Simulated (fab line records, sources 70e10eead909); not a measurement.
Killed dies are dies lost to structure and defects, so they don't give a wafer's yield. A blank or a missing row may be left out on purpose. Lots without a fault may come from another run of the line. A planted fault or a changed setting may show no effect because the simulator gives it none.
A struck lot beside a sound one | flow nand_harc | 43 steps out of a route of 1159
Sound: wafers L368.2, L368.4, L368.5. Struck: wafers L374.2, L374.6. (L374.5 of the same lot was not struck and is left out.) The cause comes at the end.
At each step with rows: each side's tool, then ch and its chambers, then its first start. Under that, the readings that differ: sound wafers | struck wafers | difference of the means | sigmas: that difference in standard deviations of wafers without a fault.
alike: readings whose means differ by less than 2 such deviations, and words and numbers that are the same on both sides. not compared: withheld readings, readings that some wafer has no value for, bounds like >300 that may hide the same value, and numbers for which the record gives no deviation and whose values overlap.
The two part at a step that has a row with sigmas, a row that says differs or no value, or rows on one side only. Numbers that don't overlap but have no deviation are shown without sigmas and don't part them. A reading that every wafer of one side lacks parts them only if that side has two wafers or more.

first, 3 steps without rows for these wafers: NHARC_A_CONTACT_EXPOSE_39 (exposes mask A CC 3); NHARC_A_CONTACT_PEB_40 (peb time 65 s); NHARC_A_CONTACT_DEVELOP_41 (develop time 35 s).
NHARC_A_CONTACT_CD_MEAS_42: target cd 200 nm.
  sound on cd_sem-03 ch 0, day 17 04:25; struck on cd_sem-01 ch 0, day 18 22:21
  alike: cd_nm
NHARC_A_CONTACT_OVL_MEAS_43:
  sound on overlay-01, day 17 04:31; struck on overlay-01, day 18 22:26
  alike: overlay_x_nm, overlay_y_nm
NHARC_A_CONTACT_INSPECT_44:
  sound on defect_inspect-01, day 17 04:32; struck on defect_inspect-01, day 18 22:28
  alike: raw_defect_count
then, 2 steps without rows for these wafers: NHARC_A_CONTACT_DESCUM_47 (chemistry O2, time 3 s); NHARC_A_CONTACT_ETCH_48 (etches the open film in CF4, target depth 39 nm, time 65 s).
NHARC_A_CONTACT_ETCH_49: etches the open film in N2/H2, target depth 260 nm, time 475.3 s.
  sound on rie_diel-06 ch 2,3; struck on rie_diel-06 ch 1,2
  alike: drypump_motor_current_A, n2_flow_sccm, oes_product_au, rf_vpp_V, showerhead_plenum_p_Torr, throttle_valve_pct
  not compared: rf_hours_counter_h
then, 1 step without rows for these wafers: NHARC_A_CONTACT_ETCH_50 (etches the open film in CF4/CHF3, target depth 84.7 nm, time 42.4 s).
NHARC_A_CONTACT_ETCH_51: etches the open film in O2/COS, target depth 3600 nm, time 936 s.
  sound on rie_diel-06 ch 1,2; struck on rie_diel-06 ch 1,3
  alike: drypump_motor_current_A, oes_product_au, rf_vpp_V, showerhead_plenum_p_Torr, throttle_valve_pct
  not compared: rf_hours_counter_h
then, 1 step without rows for these wafers: NHARC_A_CONTACT_ETCH_111 (etches the open film in C4F8/O2/Ar, time 140 s, target depth 700 nm).
NHARC_A_CONTACT_ETCH_112: etches the open film in C4F8/O2/Ar, time 94 s, target depth 922 nm.
  sound on har_cap_etch-03 ch 0,1, day 17 06:18; struck on har_cap_etch-03 ch 0, day 19 00:00
  not compared: rf_hours_counter_h
then, 1 step without rows for these wafers: NHARC_A_CONTACT_ETCH_113 (etches the open film in C4F8/O2/Ar, time 94 s, target depth 922 nm).
NHARC_A_CONTACT_ETCH_114: etches the open film in C4F8/O2/Ar, time 94 s, target depth 922 nm.
  sound on har_cap_etch-03 ch 0,1, day 17 06:29; struck on har_cap_etch-03 ch 0, day 19 00:11
  not compared: rf_hours_counter_h
then, 10 steps without rows for these wafers: NHARC_A_CONTACT_ETCH_115 (etches the open film in C4F8/O2/Ar, time 94 s, target depth 922 nm); NHARC_A_CONTACT_ETCH_116 (etches the open film in C4F8/O2/Ar, time 94 s, target depth 922 nm); NHARC_A_CONTACT_ETCH_117 (etches the open film in C4F8/O2/Ar, time 94 s, target depth 922 nm); NHARC_A_CONTACT_ETCH_118 (etches the open film in C4F8/O2/Ar, time 94 s, target depth 922 nm); NHARC_A_CONTACT_ETCH_119 (etches the open film in C4F8/O2/Ar, time 94 s, target depth 922 nm); NHARC_A_CONTACT_ETCH_120 (etches the open film in C4F8/O2/Ar, time 94 s, target depth 922 nm); NHARC_A_CONTACT_ETCH_121 (etches the open film in C4F8/O2/Ar, time 94 s, target depth 922 nm); NHARC_A_CONTACT_ETCH_122 (etches the open film in C4F8/O2/Ar, time 95 s, target depth 930 nm); NHARC_A_CONTACT_ETCH_123 (etches the open film in C4F8/O2/Ar, time 253 s, target depth 1090 nm); NHARC_A_CONTACT_ETCH_90 (etches the open film in CH3F/O2, target depth 40 nm, time 85.7 s).
NHARC_A_CONTACT_ETCH_96: etches the open film in C4F6/O2, target depth 20 nm, time 10 s.
  sound on rie_diel-06 ch 0,3; struck on rie_diel-06 ch 0,2
  alike: drypump_motor_current_A, oes_product_au, rf_vpp_V, showerhead_plenum_p_Torr, throttle_valve_pct
  not compared: rf_hours_counter_h
NHARC_A_CONTACT_CD_MEAS_53:
  sound on cd_sem-02, day 17 08:07; struck on cd_sem-03, day 19 01:53
  alike: cd_nm
then, 7 steps without rows for these wafers: NHARC_A_CONTACT_STRIP_99 (strips in N2/H2); NHARC_A_CONTACT_STRIP_100 (strips in CF4/CHF3); NHARC_A_CONTACT_STRIP_101 (strips in O2/COS); NHARC_A_CONTACT_ETCH_102 (etches the open film in CF4/O2, target depth 70 nm, overetch 7 nm, time 38.5 s); NHARC_A_CONTACT_STRIP_55 (strips in O2); NHARC_A_CONTACT_STRIP_56 (strips in post etch residue remover, time 600 s); NHARC_A_CONTACT_DEP_57 (deposits aC, target thk 2800 nm).
NHARC_A_CONTACT_DEP_58: deposits SiON, target thk 60 nm.
  sound on pecvd-04 ch 0,1, day 17 12:33; struck on pecvd-04 ch 0,1, day 19 04:37
  alike: chamber_pressure_Torr, heater_power_w, showerhead_vpp_V
then, 7 steps without rows for these wafers: NHARC_A_CONTACT_DEHYDRATE_59 (time 120 s); NHARC_A_CONTACT_HMDS_60 (time 30 s); NHARC_A_CONTACT_COAT_61 (time 75 s); NHARC_A_CONTACT_COAT_62 (time 65 s); NHARC_A_CONTACT_COAT_63 (resist thk 90 nm); NHARC_A_CONTACT_SOFTBAKE_64 (time 55 s); NHARC_A_CONTACT_EBR_65.
-- the record jumps here: 3 days lie between the struck wafers' starts before and after (it left off in module A_CONTACT and takes up again in module END, whose first step shown is number 1159 of the route) --
NHARC_END_SORT_01:
  the record has rows for the struck wafers here (prober-02 ch 0, day 21 17:34) and none for the sound ones

WHERE THEY PART
Only at NHARC_END_SORT_01, within this record.

WHY: what the simulator had put in
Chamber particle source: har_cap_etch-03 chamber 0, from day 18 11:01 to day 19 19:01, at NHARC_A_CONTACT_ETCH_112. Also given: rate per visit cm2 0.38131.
